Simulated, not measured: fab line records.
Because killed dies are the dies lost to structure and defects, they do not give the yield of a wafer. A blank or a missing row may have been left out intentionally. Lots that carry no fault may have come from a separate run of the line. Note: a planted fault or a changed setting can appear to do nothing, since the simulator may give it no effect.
fab line records + flow n5-finfet
record
- lots=10
- wafers=27
- last-day=17
route steps=1938 shown BEOL_M3@974 BEOL_M4@1092 PASSIVATION@1936
lots that met no fault: taken from a fault-free run of the same line
start-h: start of the lot's first displayed wafer, in hours after the record's first day + wait-h: hours from the lot's prior step to this one + " same as the row above + L1.1+2: a single row standing in for several wafers + - no value, or no start given + * or withheld: withheld + < > ~ a bound
route shown NAME@n: names a module that has steps shown in the file, with the first one's number in the route + usual: the fault-free wafers' mean and standard deviation + same: alike in all rows + chamber/n: place in a boat + sites: readings site by site + _std_site: the values' standard deviation + _edge_site: mean of outer sites minus mean of inner sites + radius-mm: for every site, how far away it sits from the centre of the wafer + mask NAME#n: copy n + behind: the last tool/chamber to shape the wafer + hold: why the lot was held/for how many hours/how that ended + device: which transistor (n, p or np) failed to switch + end of line: tests of these same wafers at the route's end + for a step that has no rows: nothing shown but its recipe + killed: dies that structure and defects cost at the first sort, which is not the same as the wafer's yield + map: the dies of a wafer, with x for killed, . for not killed, _ for no die there
set.NAME: the run value of the setting; set.NAME@STEP: its run value at that earlier step + model.NAME: the simulator's own value behind a step, which no gauge read
route steps across a sampled set of lots; one table per step, one row per wafer
services: when a tool's chamber went out of use (start-h, in hours from the record's first day, below 0 if earlier), for how many hours, and the reason
## steps
# step N5_BEOL_M3_ETCH_70
# recipe
- chemistry=N2/H2
- target=SOC
- target-depth-a=800
- overetch-a=160
- mask-material=SiARC
- temp-c=40
- time-s=120
- ion-energy-ev=200
- pressure-mtorr=30
- source-w=840
- bias-w=150
- n2-flow-sccm=200
- h2-flow-sccm=200
# usual
- drypump-motor-current-A=5.9/0.46
- oes-product-au=0.62/0.069
- rf-vpp-V=524.0/2.1
- showerhead-plenum-p-Torr=2.55/0.072
- throttle-valve-pct=17.7/0.33
# same
- time-s=120
| lot.wafer | tool        | chamber | start-h | wait-h | drypump-motor-current-A | oes-product-au | rf-hours-counter-h | rf-vpp-V | showerhead-plenum-p-Torr | throttle-valve-pct |
|-----------|-------------|---------|---------|--------|-------------------------|----------------|--------------------|----------|--------------------------|--------------------|
| L931.3    | rie-diel-06 | 1       | 154.20  | 0.0    | 5.5                     | 0.75           | 1                  | 523.4    | 2.51                     | 17.7               |
| L931.5    | "           | 0       | "       | "      | 6.1                     | 0.64           | -                  | 524.2    | 2.59                     | 18.0               |
| L931.6    | "           | 3       | "       | "      | 5.4                     | 0.69           | -                  | 529.1    | 2.69                     | 17.4               |
| L929.2    | rie-diel-02 | 2       | 154.34  | 0.0    | 6.1                     | 0.54           | 244                | 523.9    | 2.53                     | 18.6               |
| L929.4    | "           | 3       | "       | "      | 5.2                     | 0.66           | 41                 | 521.2    | 2.48                     | 17.5               |
| L929.5    | "           | 0       | "       | "      | 6.3                     | 0.54           | -                  | 526.9    | 2.60                     | 17.4               |
| L932.2    | rie-diel-02 | 1       | 165.47  | 0.0    | 6.7                     | 0.63           | 87                 | 525.0    | 2.57                     | 17.5               |
| L932.3    | "           | 0       | "       | "      | 6.3                     | 0.53           | 207                | 526.7    | 2.60                     | 17.4               |
| L932.4    | "           | 2       | "       | "      | 6.1                     | 0.54           | 248                | 523.3    | 2.53                     | 18.6               |
| L939.2    | rie-diel-06 | 0       | 209.44  | 0.0    | 6.1                     | 0.62           | 88                 | 523.8    | 2.58                     | 18.0               |
| L939.3    | "           | 2       | "       | "      | 5.4                     | 0.58           | 171                | 523.6    | 2.55                     | 18.2               |
| L944.1    | rie-diel-02 | 0       | 247.13  | 0.0    | 6.3                     | 0.52           | 232                | 525.2    | 2.59                     | 17.5               |
| L944.4    | "           | 2       | "       | "      | 6.1                     | 0.71           | 15                 | 522.5    | 2.53                     | 18.1               |
| L944.6    | "           | 2       | "       | "      | 6.2                     | 0.71           | -                  | 521.9    | 2.53                     | 18.1               |
| L947.2    | rie-diel-02 | 3       | 263.93  | 0.0    | 5.2                     | 0.62           | 79                 | 521.9    | 2.47                     | 17.5               |
| L947.6    | "           | 0       | "       | "      | 6.3                     | 0.52           | -                  | 526.1    | 2.59                     | 17.5               |
| L948.2    | rie-diel-02 | 0       | 265.02  | 0.0    | 6.2                     | 0.52           | 238                | 525.7    | 2.59                     | 17.5               |
| L948.3    | "           | 3       | "       | "      | 5.3                     | 0.62           | 80                 | 521.7    | 2.47                     | 17.5               |
| L949.1    | rie-diel-03 | 3       | 269.67  | 0.0    | 5.7                     | 0.51           | 243                | 526.2    | 2.61                     | 18.1               |
| L949.5    | "           | 0       | "       | "      | 6.2                     | 0.70           | -                  | 522.4    | 2.50                     | 17.5               |
| L949.6    | "           | 1       | "       | "      | 5.7                     | 0.56           | -                  | 520.4    | 2.38                     | 17.9               |
| L950.1    | rie-diel-02 | 0       | 278.08  | 0.0    | 6.3                     | 0.52           | 241                | 525.3    | 2.58                     | 17.5               |
| L950.2    | "           | 2       | "       | "      | 6.1                     | 0.69           | 25                 | 522.2    | 2.52                     | 18.1               |
| L950.5    | "           | 1       | "       | "      | 6.6                     | 0.60           | -                  | 524.7    | 2.55                     | 17.6               |
| L952.3    | rie-diel-03 | 1       | 291.68  | 0.0    | 5.7                     | 0.56           | 210                | 520.8    | 2.38                     | 17.9               |
| L952.5    | "           | 1       | "       | "      | 5.7                     | 0.55           | -                  | 519.7    | 2.38                     | 17.9               |
| L952.6    | "           | 2       | "       | "      | 6.6                     | 0.67           | -                  | 524.5    | 2.56                     | 17.3               |
# step N5_BEOL_M4_SPUTTER_88
# recipe
- material=Cu
- target-thk-a=45
- temp-c=-20
- chamber-pressure-pa=0.07
- power-w=withheld
- time-s=8.29
# usual
- throttle-valve-pct=29.9/0.98
# same
- time-s=8.29
| lot.wafer | tool           | chamber | start-h | wait-h | throttle-valve-pct |
|-----------|----------------|---------|---------|--------|--------------------|
| L929.2    | pvd-sputter-01 | -       | 172.22  | 0.1    | 30.8               |
| L929.4    | "              | -       | "       | "      | 29.8               |
| L929.5    | "              | -       | "       | "      | 30.9               |
| L931.3    | pvd-sputter-03 | -       | 174.19  | 0.1    | 30.1               |
| L931.5    | "              | -       | "       | "      | 30.6               |
| L931.6    | "              | -       | "       | "      | 30.1               |
| L932.2    | pvd-sputter-01 | -       | 189.48  | 0.1    | 31.6               |
| L932.3    | "              | -       | "       | "      | 29.5               |
| L932.4    | "              | -       | "       | "      | 29.9               |
| L939.2    | pvd-sputter-03 | -       | 219.21  | 0.1    | 28.8               |
| L939.3    | "              | -       | "       | "      | 30.1               |
| L944.1    | pvd-sputter-02 | -       | 261.67  | 0.1    | 29.5               |
| L944.4    | "              | -       | "       | "      | 30.9               |
| L944.6    | "              | -       | "       | "      | 29.4               |
| L947.2    | pvd-sputter-03 | -       | 282.41  | 0.1    | 29.7               |
| L947.6    | "              | -       | "       | "      | 29.5               |
| L948.2    | pvd-sputter-02 | -       | 282.53  | 0.1    | 29.5               |
| L948.3    | "              | -       | "       | "      | 27.7               |
| L949.1    | pvd-sputter-02 | -       | 285.51  | 0.1    | 30.9               |
| L949.5    | "              | -       | "       | "      | 31.0               |
| L949.6    | "              | -       | "       | "      | 29.5               |
| L952.3    | pvd-sputter-02 | -       | 304.61  | 0.1    | 29.6               |
| L952.5    | "              | -       | "       | "      | 29.6               |
| L952.6    | "              | -       | "       | "      | 27.8               |
| L950.1    | pvd-sputter-01 | -       | 304.72  | 0.1    | 29.2               |
| L950.2    | "              | -       | "       | "      | 31.3               |
| L950.5    | "              | -       | "       | "      | 31.4               |
# step N5_BEOL_M4_SPUTTER_94
# recipe
- material=Cu
- target-thk-a=45
- temp-c=-20
- chamber-pressure-pa=0.07
- power-w=withheld
- time-s=8.29
# usual
- throttle-valve-pct=29.9/0.96
# same
- time-s=8.29
| lot.wafer | tool           | chamber | start-h | wait-h | throttle-valve-pct |
|-----------|----------------|---------|---------|--------|--------------------|
| L929.2    | pvd-sputter-01 | -       | 172.88  | 0.1    | 30.9               |
| L929.4    | "              | -       | "       | "      | 29.9               |
| L929.5    | "              | -       | "       | "      | 30.9               |
| L931.3    | pvd-sputter-03 | -       | 174.85  | 0.1    | 30.0               |
| L931.5    | "              | -       | "       | "      | 30.0               |
| L931.6    | "              | -       | "       | "      | 29.9               |
| L932.2    | pvd-sputter-01 | -       | 190.14  | 0.1    | 31.9               |
| L932.3    | "              | -       | "       | "      | 29.2               |
| L932.4    | "              | -       | "       | "      | 29.9               |
| L939.2    | pvd-sputter-03 | -       | 219.87  | 0.1    | 28.7               |
| L939.3    | "              | -       | "       | "      | 30.2               |
| L944.1    | pvd-sputter-02 | -       | 262.33  | 0.1    | 29.6               |
| L944.4    | "              | -       | "       | "      | 30.9               |
| L944.6    | "              | -       | "       | "      | 29.6               |
| L947.2    | pvd-sputter-03 | -       | 283.07  | 0.1    | 29.7               |
| L947.6    | "              | -       | "       | "      | 29.6               |
| L948.2    | pvd-sputter-02 | -       | 283.19  | 0.1    | 29.7               |
| L948.3    | "              | -       | "       | "      | 27.9               |
| L949.1    | pvd-sputter-02 | -       | 286.17  | 0.1    | 31.1               |
| L949.5    | "              | -       | "       | "      | 31.2               |
| L949.6    | "              | -       | "       | "      | 29.4               |
| L952.3    | pvd-sputter-02 | -       | 305.27  | 0.1    | 29.8               |
| L952.5    | "              | -       | "       | "      | 29.6               |
| L952.6    | "              | -       | "       | "      | 27.8               |
| L950.1    | pvd-sputter-01 | -       | 305.38  | 0.1    | 29.2               |
| L950.2    | "              | -       | "       | "      | 30.9               |
| L950.5    | "              | -       | "       | "      | 31.9               |
# step N5_BEOL_M4_SPUTTER_96
# recipe
- material=Cu
- target-thk-a=45
- temp-c=-20
- chamber-pressure-pa=0.07
- power-w=withheld
- time-s=8.29
# usual
- throttle-valve-pct=29.9/0.96
# same
- time-s=8.29
| lot.wafer | tool           | chamber | start-h | wait-h | throttle-valve-pct |
|-----------|----------------|---------|---------|--------|--------------------|
| L929.2    | pvd-sputter-01 | -       | 173.10  | 0.1    | 30.6               |
| L929.4    | "              | -       | "       | "      | 30.0               |
| L929.5    | "              | -       | "       | "      | 30.8               |
| L931.3    | pvd-sputter-03 | -       | 175.07  | 0.1    | 30.3               |
| L931.5    | "              | -       | "       | "      | 30.2               |
| L931.6    | "              | -       | "       | "      | 30.1               |
| L932.2    | pvd-sputter-01 | -       | 190.36  | 0.1    | 31.5               |
| L932.3    | "              | -       | "       | "      | 29.3               |
| L932.4    | "              | -       | "       | "      | 29.9               |
| L939.2    | pvd-sputter-03 | -       | 220.09  | 0.1    | 28.8               |
| L939.3    | "              | -       | "       | "      | 30.3               |
| L944.1    | pvd-sputter-02 | -       | 262.55  | 0.1    | 29.8               |
| L944.4    | "              | -       | "       | "      | 31.2               |
| L944.6    | "              | -       | "       | "      | 29.6               |
| L947.2    | pvd-sputter-03 | -       | 283.29  | 0.1    | 29.4               |
| L947.6    | "              | -       | "       | "      | 29.4               |
| L948.2    | pvd-sputter-02 | -       | 283.41  | 0.1    | 29.7               |
| L948.3    | "              | -       | "       | "      | 27.6               |
| L949.1    | pvd-sputter-02 | -       | 286.39  | 0.1    | 30.7               |
| L949.5    | "              | -       | "       | "      | 30.7               |
| L949.6    | "              | -       | "       | "      | 29.4               |
| L952.3    | pvd-sputter-02 | -       | 305.49  | 0.1    | 29.5               |
| L952.5    | "              | -       | "       | "      | 29.7               |
| L952.6    | "              | -       | "       | "      | 28.2               |
| L950.1    | pvd-sputter-01 | -       | 305.60  | 0.1    | 29.2               |
| L950.2    | "              | -       | "       | "      | 30.9               |
| L950.5    | "              | -       | "       | "      | 31.6               |
# step N5_BEOL_M4_RC_MEAS_101
# usual
- CHAIN_V2_max_site=248/12
- DIBL_N=36.1/2
- DIBL_P=36.3/2.4
- IOFF_N=0.15/0.035
- IOFF_P=0.21/0.039
- ION_N=672/15
- ION_P=463/9.7
- SS_N=71.5/0.7
- SS_P=73.2/0.75
- VT_N=251/3.6
- VT_P=-250/3.8
| lot.wafer | tool      | chamber | start-h | wait-h | CHAIN_V2_max_site[ohm/link] | DIBL_N[mV/V] | DIBL_P[mV/V] | IOFF_N[nA/um] | IOFF_P[nA/um] | ION_N[uA/um] | ION_P[uA/um] | SS_N[mV/dec] | SS_P[mV/dec] | VT_N[mV] | VT_P[mV] |
|-----------|-----------|---------|---------|--------|-----------------------------|--------------|--------------|---------------|---------------|--------------|--------------|--------------|--------------|----------|----------|
| L929.2    | prober-01 | 0       | 174.42  | 0.2    | 250                         | 33.8         | 33.2         | 0.12          | 0.18          | 676          | 466          | 70.3         | 72.8         | 255      | -252     |
| L929.4    | "         | 0       | "       | "      | 260                         | 35.8         | 36.5         | 0.14          | 0.22          | 670          | 468          | 71.2         | 73.4         | 252      | -247     |
| L929.5    | "         | 0       | "       | "      | 242                         | 36.9         | 37.2         | 0.15          | 0.24          | 669          | 466          | 71.5         | 73.8         | 253      | -248     |
| L931.3    | prober-01 | 0       | 176.51  | 0.3    | 243                         | 32.3         | 33.3         | 0.11          | 0.18          | 672          | 481          | 71.6         | 72.3         | 254      | -248     |
| L931.5    | "         | 0       | "       | "      | 241                         | 37.0         | 38.7         | 0.19          | 0.27          | 694          | 481          | 71.2         | 73.3         | 247      | -245     |
| L931.6    | "         | 0       | "       | "      | 232                         | 35.8         | 37.5         | 0.16          | 0.25          | 688          | 484          | 71.5         | 73.6         | 249      | -247     |
| L932.2    | prober-02 | 0       | 192.02  | 0.2    | 233                         | 35.3         | 37.2         | 0.12          | 0.16          | 675          | 453          | 71.4         | 73.3         | 253      | -258     |
| L932.3    | "         | 0       | "       | "      | 247                         | 31.4         | 32.2         | 0.08          | 0.11          | 637          | 439          | 69.7         | 71.6         | 260      | -262     |
| L932.4    | "         | 0       | "       | "      | 245                         | 32.5         | 32.9         | 0.08          | 0.11          | 631          | 434          | 70.5         | 72.3         | 261      | -262     |
| L939.2    | prober-01 | 0       | 221.44  | 0.2    | 269                         | 34.6         | 34.5         | 0.12          | 0.15          | 653          | 442          | 72.0         | 72.8         | 256      | -254     |
| L939.3    | "         | 0       | "       | "      | ~571                        | 36.7         | 38.1         | 0.17          | 0.21          | 671          | 457          | 72.0         | 73.1         | 248      | -253     |
| L944.1    | prober-01 | 0       | 263.92  | 0.0    | 254                         | 35.3         | 35.0         | 0.14          | 0.22          | 673          | 471          | 71.3         | 72.7         | 249      | -248     |
| L944.4    | "         | 0       | "       | "      | 252                         | 39.3         | 39.7         | 0.23          | 0.30          | 675          | 467          | 72.1         | 73.5         | 247      | -242     |
| L944.6    | "         | 0       | "       | "      | 262                         | 34.5         | 34.1         | 0.14          | 0.21          | 684          | 477          | 70.8         | 72.3         | 248      | -248     |
| L947.2    | prober-02 | 0       | 284.55  | 0.2    | 239                         | 40.0         | 41.2         | 0.21          | 0.27          | 683          | 461          | 72.2         | 74.7         | 249      | -249     |
| L947.6    | "         | 0       | "       | "      | 257                         | 42.3         | 42.9         | 0.26          | 0.31          | 692          | 468          | 73.1         | 75.0         | 243      | -245     |
| L948.2    | prober-01 | 0       | 284.75  | 0.2    | 256                         | 36.2         | 37.2         | 0.15          | 0.19          | 660          | 455          | 71.9         | 73.4         | 251      | -253     |
| L948.3    | "         | 0       | "       | "      | 244                         | 37.4         | 38.7         | 0.18          | 0.21          | 691          | 469          | 71.7         | 73.3         | 248      | -250     |
| L949.1    | prober-02 | 0       | 287.61  | 0.0    | 275                         | 36.1         | 38.5         | 0.17          | 0.24          | 673          | 474          | 71.7         | 74.1         | 250      | -250     |
| L949.5    | "         | 0       | "       | "      | 245                         | 34.5         | 35.5         | 0.14          | 0.20          | 666          | 462          | 72.0         | 73.4         | 250      | -251     |
| L949.6    | "         | 0       | "       | "      | 248                         | 33.7         | 33.6         | 0.12          | 0.17          | 662          | 456          | 71.0         | 72.7         | 252      | -255     |
| L950.1    | prober-01 | 0       | 306.77  | 0.0    | 275                         | 37.0         | 37.2         | 0.18          | 0.24          | 672          | 458          | 72.1         | 73.5         | 248      | -250     |
| L950.2    | "         | 0       | "       | "      | 243                         | 32.3         | 31.4         | 0.10          | 0.15          | 652          | 457          | 70.9         | 71.8         | 258      | -254     |
| L950.5    | "         | 0       | "       | "      | 267                         | 34.5         | 34.8         | 0.14          | 0.21          | 665          | 458          | 71.1         | 72.5         | 252      | -249     |
| L952.3    | prober-02 | 0       | 306.90  | 0.3    | 270                         | 37.6         | 36.7         | 0.17          | 0.24          | 673          | 467          | 71.1         | 74.5         | 249      | -247     |
| L952.5    | "         | 0       | "       | "      | 257                         | 35.1         | 33.4         | 0.13          | 0.19          | 661          | 461          | 70.7         | 72.1         | 252      | -249     |
| L952.6    | "         | 0       | "       | "      | 258                         | 38.3         | 38.3         | 0.19          | 0.27          | 701          | 481          | 71.2         | 73.5         | 247      | -243     |
# step N5_PASSIVATION_PROBE_49
# usual
- defect-limited-yield=91.1/1.6
- killed_at_M0_to_M3=35/11
- killed_at_M4_up=13/5.4
- killed-at-contacts=13/6.5
- killed-at-front-end=40/14
- killed-at-other=4/3.1
- killed-dies=105/18
- killed-open=69/14
- killed-short=34/7.3
- sort_bin_5_function=5.2/0.96
- sort_bin_6_memory=3.4/0.77
- sort_bin_8_speed=0.02/0.13
- sort-n-pass=1075/19
# same
- gross-dies=1180
- killed-at-back-side=0
- sort_bin_4_leakage[%]=0
| lot.wafer | tool      | chamber | start-h | wait-h | defect-limited-yield[%] | killed_at_M0_to_M3 | killed_at_M4_up | killed-at-contacts | killed-at-front-end | killed-at-other | killed-dies | killed-open | killed-short | sort_bin_5_function[%] | sort_bin_6_memory[%] | sort_bin_8_speed[%] | sort-n-pass |
|-----------|-----------|---------|---------|--------|-------------------------|--------------------|-----------------|--------------------|---------------------|-----------------|-------------|-------------|--------------|------------------------|----------------------|---------------------|-------------|
| L939.3    | prober-01 | -       | 328.59  | 0.1    | 88.1                    | 48                 | 25              | 14                 | 39                  | 14              | 140         | 86          | 48           | 5.8                    | 5.3                  | 0                   | 1040        |
# killed by level:class
L939.3 BEOL_M4:geometric-particle:open=15 MOL_CONTACT_COAG:geometric-particle:open=12 FIN_SAQP:geometric-particle:open=11 BEOL_M0_SAQP:geometric-particle:short=9 BEOL_M2:geometric-particle:open=9 BEOL_M3:geometric-particle:open=9 GATE_CUT:geometric-particle:short=7 BEOL_M0_SAQP:geometric-particle:open=7
## services
| tool        | chamber | start-h | hours | kind                          |
|-------------|---------|---------|-------|-------------------------------|
| rie-diel-03 | 2       | 135.89  | -     | clean                         |
| rie-diel-03 | 2       | 135.89  | -     | consumable-replace:focus-ring |
| rie-diel-03 | 2       | 135.89  | 17.7  | scheduled-down                |
| rie-diel-03 | 2       | 135.89  | 17.7  | vent-cycle                    |
| rie-diel-02 | -       | 142.37  | 0.3   | repair                        |
| rie-diel-03 | 0       | 154.19  | -     | clean                         |
| rie-diel-03 | 0       | 154.19  | -     | consumable-replace:focus-ring |
| rie-diel-03 | 0       | 154.19  | 17.6  | scheduled-down                |
| rie-diel-03 | 0       | 154.19  | 17.6  | vent-cycle                    |
| rie-diel-02 | 2       | 172.46  | -     | clean                         |
| rie-diel-02 | 2       | 172.46  | -     | consumable-replace:focus-ring |
| rie-diel-02 | 2       | 172.46  | 20.7  | scheduled-down                |
| rie-diel-02 | 2       | 172.46  | 20.7  | vent-cycle                    |
| rie-diel-06 | 1       | 268.83  | 5.7   | repair                        |
| rie-diel-03 | 0       | 288.35  | 3.7   | repair                        |
| rie-diel-03 | 3       | 298.09  | -     | clean                         |
| rie-diel-03 | 3       | 298.09  | -     | consumable-replace:focus-ring |
| rie-diel-03 | 3       | 298.09  | 12.6  | scheduled-down                |
| rie-diel-03 | 3       | 298.09  | 12.6  | vent-cycle                    |
## key
first-sign
- step=N5_BEOL_M4_RC_MEAS_101
- reading=CHAIN_V2_max_site
- direction=up
- sigmas=26
- usual=248
- struck=~571
effect none on later readings
met-at N5_BEOL_M3_ETCH_70
struck-lots L939
struck-wafers L939.3
not-acting-at N5_BEOL_M4_SPUTTER_88,N5_BEOL_M4_SPUTTER_94,N5_BEOL_M4_SPUTTER_96
onset-between 154.20 209.44
fault
- kind=process-parameter-drift
- tool=rie-diel-06
- chamber=-
- onset-h=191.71
- steps=N5_BEOL_M3_ETCH_70
- channel=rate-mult
- offset=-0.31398
- shape=step
- end-h=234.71
- scope=struck-wafers-only
